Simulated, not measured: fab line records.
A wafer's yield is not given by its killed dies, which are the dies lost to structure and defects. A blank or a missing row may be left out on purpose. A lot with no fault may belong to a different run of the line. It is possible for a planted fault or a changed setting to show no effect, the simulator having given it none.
Which tool was responsible? | flow n5-finfet | Sampling: 24 lots, 72 wafers, 6 of 1938 route steps

## WHAT EACH GAUGE READ, for each wafer
N5_FIN_SAQP_INSPECT_18: inspects for defects (brightfield). Usual: raw-defect-count at 418, with a standard deviation of 110.
lot  | measured    | on                | raw-defect-count | flag
L074 | day 1 22:14 | defect-inspect-01 | 432 534 612      |
L075 | day 2 04:27 | defect-inspect-02 | 397 315 548      |
L076 | day 2 09:35 | defect-inspect-02 | 329 322 321      |
L077 | day 2 15:42 | defect-inspect-02 | 259 429 372      |
L078 | day 2 21:33 | defect-inspect-02 | 501 360 454      |
L079 | day 3 04:17 | defect-inspect-01 | 247 493 502      |
L080 | day 3 10:21 | defect-inspect-02 | 342 400 398      |
L081 | day 3 16:50 | defect-inspect-02 | 391 543 339      |
L082 | day 3 22:08 | defect-inspect-02 | 754 510 727      |
L083 | day 4 05:19 | defect-inspect-02 | 401 462 541      |
L084 | day 4 09:30 | defect-inspect-01 | 565 460 323      |
L085 | day 4 15:40 | defect-inspect-01 | 423 252 341      |
L086 | day 4 20:56 | defect-inspect-01 | 301 451 284      |
L087 | day 5 05:56 | defect-inspect-02 | 508 731 418      |
L088 | day 5 09:37 | defect-inspect-02 | 410 533 390      |
L089 | day 5 15:40 | defect-inspect-01 | 331 592 361      |
L090 | day 5 21:45 | defect-inspect-01 | 394 317 538      |
L091 | day 6 04:56 | defect-inspect-02 | 422 524 470      |
L092 | day 6 09:13 | defect-inspect-02 | 393 336 447      |
L093 | day 6 15:43 | defect-inspect-01 | 434 422 401      |
L094 | day 6 22:01 | defect-inspect-02 | 520 455 326      |
L095 | day 7 04:11 | defect-inspect-02 | 370 345 362      |
L096 | day 7 09:22 | defect-inspect-02 | 503 386 595      |
L097 | day 7 17:05 | defect-inspect-02 | 298 312 293      |

N5_FIN_SAQP_OCD_MEAS_76. Usual: trench-depth-nm at 119.4 nm, with a standard deviation of 2.3.
lot  | measured    | on     | trench-depth-nm (nm) | flag
L074 | day 2 02:32 | ocd-01 | 119.7 124.5 118.9    |
L075 | day 2 08:59 | ocd-01 | 119.3 115.1 121.0    |
L076 | day 2 15:03 | ocd-01 | 119.6 116.5 122.2    |
L077 | day 2 20:19 | ocd-02 | 120.0 122.1 116.6    |
L078 | day 3 02:14 | ocd-02 | 118.9 123.2 113.9    |
L079 | day 3 08:34 | ocd-01 | 116.9 123.6 117.1    |
L080 | day 3 14:48 | ocd-01 | 122.0 117.4 118.3    |
L081 | day 3 21:16 | ocd-02 | 116.2 118.2 117.8    |
L082 | day 4 02:57 | ocd-02 | 117.7 116.4 118.9    |
L083 | day 4 09:53 | ocd-01 | 122.5 116.7 118.7    |
L084 | day 4 15:04 | ocd-01 | 116.7 117.5 121.4    |
L085 | day 4 20:16 | ocd-02 | 122.0 121.1 119.7    |
L086 | day 5 01:17 | ocd-01 | 119.9 121.9 119.3    |
L087 | day 5 10:49 | ocd-01 | 123.6 117.7 122.0    |
L088 | day 5 13:47 | ocd-02 | 116.3 118.4 120.7    |
L089 | day 5 20:33 | ocd-02 | 118.6 123.0 119.5    |
L090 | day 6 02:16 | ocd-01 | 119.9 121.9 120.3    |
L091 | day 6 09:45 | ocd-01 | 122.5 117.9 115.9    |
L092 | day 6 14:30 | ocd-01 | 119.2 121.8 118.4    |
L093 | day 6 21:04 | ocd-02 | 117.4 120.1 117.5    |
L094 | day 7 03:04 | ocd-01 | 118.3 114.6 122.1    |
L095 | day 7 08:23 | ocd-02 | 120.5 117.3 119.6    |
L096 | day 7 14:02 | ocd-01 | 121.0 118.4 124.8    |
L097 | day 7 22:10 | ocd-02 | 119.9 119.7 119.7    |

## WHICH TOOL RAN EACH LOT (tool, then ch and the chambers of the sampled wafers, then the start)
lot  | N5_ZERO_LAYER_DESCUM_16           | N5_FIN_SAQP_PECVD_47           | N5_FIN_SAQP_HM_CD_35   | N5_FIN_SAQP_FIN_ETCH_36
L074 | rie-diel-03 ch 0,1,3, day 1 12:57 | pecvd-01 ch 0,2, day 1 21:34   | cd-sem-02, day 2 02:15 | rie-si-01 ch 0,1, day 2 02:19
L075 | rie-diel-02 ch 1,2, day 1 19:12   | pecvd-02 ch 0,1,2, day 2 03:50 | cd-sem-02, day 2 08:41 | rie-si-06 ch 0,1,2, day 2 08:46
L076 | rie-diel-02 ch 0,1,2, day 2 00:41 | pecvd-02 ch 0,2, day 2 08:50   | cd-sem-02, day 2 14:46 | rie-si-06 ch 0,1,2, day 2 14:50
L077 | rie-diel-01 ch 1,2, day 2 07:03   | pecvd-03 ch 0,1,2, day 2 15:07 | cd-sem-03, day 2 20:01 | rie-si-06 ch 1,2,3, day 2 20:05
L078 | rie-diel-03 ch 2,3, day 2 12:52   | pecvd-03 ch 1,2, day 2 20:56   | cd-sem-01, day 3 01:56 | rie-si-03 ch 1,2,3, day 3 02:01
L079 | rie-diel-01 ch 1,3, day 2 18:42   | pecvd-01 ch 0,2, day 3 03:19   | cd-sem-01, day 3 08:14 | rie-si-01 ch 0,2, day 3 08:18
L080 | rie-diel-01 ch 0,1,3, day 3 00:53 | pecvd-03 ch 0,1, day 3 09:38   | cd-sem-02, day 3 14:31 | rie-si-06 ch 0,1,2, day 3 14:35
L081 | rie-diel-02 ch 0,1,2, day 3 07:09 | pecvd-01 ch 0,2, day 3 16:15   | cd-sem-02, day 3 20:58 | rie-si-03 ch 0,1,2, day 3 21:02
L082 | rie-diel-01 ch 0,2,3, day 3 12:49 | pecvd-03 ch 1,2, day 3 21:25   | cd-sem-03, day 4 02:40 | rie-si-03 ch 0,1,2, day 4 02:44
L083 | rie-diel-02 ch 1,2, day 3 18:47   | pecvd-03 ch 0,1,2, day 4 04:44 | cd-sem-01, day 4 09:35 | rie-si-03 ch 1,2,3, day 4 09:39
L084 | rie-diel-03 ch 0,3, day 4 00:49   | pecvd-02 ch 0,1, day 4 08:54   | cd-sem-02, day 4 14:47 | rie-si-03 ch 0,1,3, day 4 14:51
L085 | rie-diel-03 ch 0,1,2, day 4 06:50 | pecvd-01 ch 1,2, day 4 14:52   | cd-sem-03, day 4 19:59 | rie-si-06 ch 0,1,3, day 4 20:03
L086 | rie-diel-02 ch 0,2,3, day 4 12:41 | pecvd-02 ch 1,2, day 4 20:17   | cd-sem-01, day 5 00:59 | rie-si-06 ch 0,1,3, day 5 01:04
L087 | rie-diel-01 ch 0,1,3, day 4 18:45 | pecvd-02 ch 1,2, day 5 05:21   | cd-sem-02, day 5 10:31 | rie-si-01 ch 0,2, day 5 10:35
L088 | rie-diel-03 ch 0,1,2, day 5 00:41 | pecvd-01 ch 0,1, day 5 08:48   | cd-sem-02, day 5 13:30 | rie-si-06 ch 0,2,3, day 5 13:34
L089 | rie-diel-03 ch 0,1,2, day 5 06:41 | pecvd-03 ch 0,1, day 5 14:57   | cd-sem-02, day 5 20:16 | rie-si-01 ch 0,2,3, day 5 20:20
L090 | rie-diel-01 ch 0,1,3, day 5 12:41 | pecvd-03 ch 0,1,2, day 5 21:02 | cd-sem-03, day 6 01:59 | rie-si-03 ch 1,3, day 6 02:03
L091 | rie-diel-02 ch 0,1,3, day 5 18:50 | pecvd-01 ch 0,1,2, day 6 03:03 | cd-sem-02, day 6 09:28 | rie-si-03 ch 0,2,3, day 6 09:32
L092 | rie-diel-03 ch 0,1,3, day 6 00:44 | pecvd-03 ch 0,1, day 6 08:29   | cd-sem-02, day 6 14:13 | rie-si-03 ch 0,1,3, day 6 14:17
L093 | rie-diel-02 ch 0,3, day 6 06:45   | pecvd-01 ch 0,1, day 6 14:54   | cd-sem-02, day 6 20:47 | rie-si-01 ch 2,3, day 6 20:50
L094 | rie-diel-02 ch 0,2, day 6 12:50   | pecvd-02 ch 1,2, day 6 21:25   | cd-sem-02, day 7 02:47 | rie-si-03 ch 0,2,3, day 7 02:51
L095 | rie-diel-02 ch 0,1,3, day 6 18:52 | pecvd-01 ch 0,1,2, day 7 03:28 | cd-sem-03, day 7 08:05 | rie-si-01 ch 0,1,3, day 7 08:10
L096 | rie-diel-03 ch 0,2,3, day 7 00:50 | pecvd-02 ch 0,1,2, day 7 08:47 | cd-sem-01, day 7 13:45 | rie-si-06 ch 0,1,3, day 7 13:52
L097 | rie-diel-02 ch 0,1, day 7 06:49   | pecvd-01 ch 1,2, day 7 16:22   | cd-sem-02, day 7 21:52 | rie-si-03 ch 0,1, day 7 21:56
- N5_ZERO_LAYER_DESCUM_16: chemistry O2, time 7.9 s.
- N5_FIN_SAQP_PECVD_47: deposits a-Si from SiH4/He, target thk 45 nm, time 36.3 s.
- N5_FIN_SAQP_HM_CD_35: target cd 8 nm.
- N5_FIN_SAQP_FIN_ETCH_36: etches the open film in HBr/Cl2/O2, target depth 120 nm, time 50.4 s.

## AS READ BY THE TOOLS THEMSELVES (means over the sampled wafers that have a number; for cases with no such wafer, the mark the record gives instead)
N5_ZERO_LAYER_DESCUM_16. Usual: drypump-motor-current-A 6.0 A, standard deviation 0.4; oes-product-au 0.76 a.u., standard deviation 0.079; rf-vpp-V 243.1 V, standard deviation 1.3; showerhead-plenum-p-Torr 2.08 Torr, standard deviation 0.07; throttle-valve-pct 20.43 %, standard deviation 0.25.
lot  | tool        | drypump-motor-current-A (A) | oes-product-au (a.u.) | rf-vpp-V (V) | showerhead-plenum-p-Torr (Torr) | throttle-valve-pct (%) | flag
L074 | rie-diel-03 | 5.8                         | 0.76                  | 244.4        | 2.13                            | 20.41                  |
L075 | rie-diel-02 | 5.7                         | 0.72                  | 241.5        | 1.99                            | 20.70                  |
L076 | rie-diel-02 | 6.0                         | 0.83                  | 241.9        | 2.05                            | 20.51                  |
L077 | rie-diel-01 | 6.0                         | 0.73                  | 243.4        | 2.14                            | 20.57                  |
L078 | rie-diel-03 | 6.5                         | 0.74                  | 244.5        | 2.16                            | 20.46                  |
L079 | rie-diel-01 | 6.0                         | 0.70                  | 242.5        | 2.07                            | 20.60                  |
L080 | rie-diel-01 | 6.1                         | 0.72                  | 243.1        | 2.08                            | 20.43                  |
L081 | rie-diel-02 | 6.0                         | 0.82                  | 242.6        | 2.05                            | 20.52                  |
L082 | rie-diel-01 | 6.0                         | 0.74                  | 244.5        | 2.12                            | 20.34                  |
L083 | rie-diel-02 | 5.7                         | 0.72                  | 241.7        | 1.98                            | 20.72                  |
L084 | rie-diel-03 | 6.1                         | 0.76                  | 244.3        | 2.16                            | 20.42                  |
L085 | rie-diel-03 | 5.9                         | 0.75                  | 243.0        | 2.10                            | 20.45                  |
L086 | rie-diel-02 | 6.1                         | 0.80                  | 242.5        | 2.04                            | 20.25                  |
L087 | rie-diel-01 | 6.1                         | 0.81                  | 243.4        | 2.08                            | 20.37                  |
L088 | rie-diel-03 | 5.9                         | 0.75                  | 243.1        | 2.09                            | 20.46                  |
L089 | rie-diel-03 | 5.9                         | 0.74                  | 242.1        | 2.09                            | 20.45                  |
L090 | rie-diel-01 | 6.0                         | 0.80                  | 243.0        | 2.08                            | 20.37                  |
L091 | rie-diel-02 | 6.1                         | 0.81                  | 242.8        | 2.05                            | 20.35                  |
L092 | rie-diel-03 | 5.8                         | 0.74                  | 244.3        | 2.12                            | 20.45                  |
L093 | rie-diel-02 | 6.4                         | 0.86                  | 243.4        | 2.10                            | 20.09                  |
L094 | rie-diel-02 | 6.0                         | 0.75                  | 243.0        | 2.02                            | 20.47                  |
L095 | rie-diel-02 | 6.0                         | 0.80                  | 242.9        | 2.05                            | 20.37                  |
L096 | rie-diel-03 | 6.1                         | 0.74                  | 244.4        | 2.13                            | 20.47                  |
L097 | rie-diel-02 | 6.3                         | 0.85                  | 243.3        | 2.11                            | 20.38                  |

N5_FIN_SAQP_PECVD_47. Usual: heater-power-w 875 W, standard deviation 84; showerhead-plenum-p-Torr 5.69 Torr, standard deviation 0.056; throttle-valve-pct 17.8 %, standard deviation 0.57.
lot  | tool     | heater-power-w (W) | showerhead-plenum-p-Torr (Torr) | throttle-valve-pct (%) | flag
L074 | pecvd-01 | 821                | 5.72                            | 17.8                   |
L075 | pecvd-02 | 907                | 5.70                            | 17.5                   |
L076 | pecvd-02 | 869                | 5.69                            | 17.6                   |
L077 | pecvd-03 | 794                | 5.62                            | 18.2                   |
L078 | pecvd-03 | 873                | 5.60                            | 18.7                   |
L079 | pecvd-01 | 837                | 5.72                            | 17.3                   |
L080 | pecvd-03 | 821                | 5.59                            | 18.5                   |
L081 | pecvd-01 | 856                | 5.71                            | 17.4                   |
L082 | pecvd-03 | 829                | 5.60                            | 18.7                   |
L083 | pecvd-03 | 827                | 5.63                            | 18.4                   |
L084 | pecvd-02 | 957                | 5.69                            | 18.0                   |
L085 | pecvd-01 | 949                | 5.73                            | 17.3                   |
L086 | pecvd-02 | 949                | 5.72                            | 17.8                   |
L087 | pecvd-02 | 911                | 5.70                            | 17.7                   |
L088 | pecvd-01 | 824                | 5.75                            | 17.3                   |
L089 | pecvd-03 | 763                | 5.62                            | 18.1                   |
L090 | pecvd-03 | 824                | 5.62                            | 18.5                   |
L091 | pecvd-01 | 887                | 5.72                            | 17.4                   |
L092 | pecvd-03 | 815                | 5.63                            | 18.2                   |
L093 | pecvd-01 | 970                | 5.74                            | 17.3                   |
L094 | pecvd-02 | 871                | 5.70                            | 17.8                   |
L095 | pecvd-01 | 946                | 5.73                            | 17.4                   |
L096 | pecvd-02 | 891                | 5.70                            | 17.7                   |
L097 | pecvd-01 | 882                | 5.70                            | 17.4                   |

N5_FIN_SAQP_HM_CD_35. Usual: cd-nm at 8.18 nm, with a standard deviation of 0.28.
lot  | tool      | cd-nm (nm) | flag
L074 | cd-sem-02 | 7.92       |
L075 | cd-sem-02 | 8.35       |
L076 | cd-sem-02 | 8.45       |
L077 | cd-sem-03 | 7.92       |
L078 | cd-sem-01 | 8.55       |
L079 | cd-sem-01 | 8.15       |
L080 | cd-sem-02 | 8.17       |
L081 | cd-sem-02 | 8.21       |
L082 | cd-sem-03 | 8.35       |
L083 | cd-sem-01 | 8.18       |
L084 | cd-sem-02 | 8.37       |
L085 | cd-sem-03 | 7.94       |
L086 | cd-sem-01 | 8.28       |
L087 | cd-sem-02 | 8.09       |
L088 | cd-sem-02 | 8.30       |
L089 | cd-sem-02 | 8.15       |
L090 | cd-sem-03 | 8.23       |
L091 | cd-sem-02 | 8.05       |
L092 | cd-sem-02 | 8.07       |
L093 | cd-sem-02 | 8.06       |
L094 | cd-sem-02 | 7.99       |
L095 | cd-sem-03 | 8.04       |
L096 | cd-sem-01 | 8.34       |
L097 | cd-sem-02 | 8.08       |

N5_FIN_SAQP_FIN_ETCH_36. Usual: bias-w 101.98 W, standard deviation 0.28; drypump-motor-current-A 5.7 A, standard deviation 0.31; oes-product-au 1.005 a.u., standard deviation 0.02; throttle-valve-pct 36.3 %, standard deviation 0.37.
lot  | tool      | bias-w (W) | drypump-motor-current-A (A) | oes-product-au (a.u.) | throttle-valve-pct (%) | flag
L074 | rie-si-01 | 101.90     | 5.7                         | 0.993                 | 36.4                   |
L075 | rie-si-06 | 101.96     | 5.8                         | 0.997                 | 36.4                   |
L076 | rie-si-06 | 101.61     | 5.8                         | 1.006                 | 36.3                   |
L077 | rie-si-06 | 102.09     | 5.8                         | 1.010                 | 36.4                   |
L078 | rie-si-03 | 102.10     | 5.6                         | 0.998                 | 36.6                   |
L079 | rie-si-01 | 101.95     | 5.9                         | 1.000                 | 35.9                   |
L080 | rie-si-06 | 101.84     | 5.8                         | 1.000                 | 36.4                   |
L081 | rie-si-03 | 101.88     | 5.7                         | 1.004                 | 36.4                   |
L082 | rie-si-03 | 101.84     | 5.7                         | 1.004                 | 36.4                   |
L083 | rie-si-03 | 102.19     | 5.6                         | 1.007                 | 36.6                   |
L084 | rie-si-03 | 101.97     | 5.3                         | 0.996                 | 36.4                   |
L085 | rie-si-06 | 101.73     | 5.7                         | 1.017                 | 36.4                   |
L086 | rie-si-06 | 101.94     | 5.7                         | 1.018                 | 36.5                   |
L087 | rie-si-01 | 102.18     | 5.8                         | 1.019                 | 35.7                   |
L088 | rie-si-06 | 102.27     | 5.8                         | 1.003                 | 36.4                   |
L089 | rie-si-01 | 102.17     | 5.8                         | 1.010                 | 35.8                   |
L090 | rie-si-03 | 102.03     | 5.3                         | 1.004                 | 36.7                   |
L091 | rie-si-03 | 102.18     | 5.7                         | 1.003                 | 36.3                   |
L092 | rie-si-03 | 102.17     | 5.3                         | 1.002                 | 36.4                   |
L093 | rie-si-01 | 102.04     | 6.0                         | 0.999                 | 36.0                   |
L094 | rie-si-03 | 101.68     | 5.6                         | 0.998                 | 36.3                   |
L095 | rie-si-01 | 101.90     | 5.8                         | 0.989                 | 36.1                   |
L096 | rie-si-06 | 102.02     | 5.7                         | 1.024                 | 36.4                   |
L097 | rie-si-03 | 101.90     | 5.4                         | 1.022                 | 36.2                   |

## THE ANSWER, worked out from the rows above alone
Rule: a lot is off if the mean of its wafers that have a number lies more than 3 standard deviations from the usual mean. Also off: a lot with no number at a reading for which 4 or more lots have one. The other lots that the step has rows for count as sound. The gauges are gone through in route order, then the tools' own readings, and for those a lot's mean is taken as printed above. At the first step where some lot is off, the reading lying furthest off is the one used; lots without a number count as furthest.
No lot is off on any of the readings shown, so nothing can be concluded from this.

## WHAT THE SIMULATOR HAD INSERTED
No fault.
